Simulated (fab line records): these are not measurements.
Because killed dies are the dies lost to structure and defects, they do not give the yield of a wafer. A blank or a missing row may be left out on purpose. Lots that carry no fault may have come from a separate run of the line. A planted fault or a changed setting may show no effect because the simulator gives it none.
Matching of chambers -- flow nand_harc -- NHARC_P_M1_PRE_CLEAN_32 on pecvd-02: 3 sister chambers
The step time 12 s. 3 wafers are shown with their chamber, then 8 later ones without.

## WAFERS WITH THEIR CHAMBER
wafer,chamber,heater_power_w (W)
L590.4,2,488
L590.6,0,676
L592.1,1,577

## WAFERS WITHOUT THEIR CHAMBER
wafer,heater_power_w (W)
L592.2,620
L592.3,444
L595.2,515
L595.3,637
L595.5,607
L594.2,595
L594.3,692
L594.6,600

## EACH ONE'S CHAMBER
wafer,from the rows above,in truth
L592.2,can't be placed: 1 or 0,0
L592.3,2,2
L595.2,can't be placed: 2 or 1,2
L595.3,can't be placed: 0 or 1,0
L595.5,can't be placed: 1 or 0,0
L594.2,can't be placed: 1 or 0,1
L594.3,0,0
L594.6,can't be placed: 1 or 0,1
Correct placement for 2 of the 8. Unplaceable from these rows: 6, with the true chamber sitting among the candidates in 6. Number placed wrongly: 0.
How it was worked out, from the rows above alone: a wafer's distance from a chamber is the root of the sum, over the readings, of the square of ((its reading less the chamber's mean) divided by the reading's scatter). If the next closest chamber is less than 2 further off than the closest, the wafer can't be placed; otherwise it belongs to the closest. For every chamber, the mean is computed from those of its wafers that are shown. The scatter: root of mean squared gap, hidden wafer to nearest shown wafer, with one shown wafer a chamber.
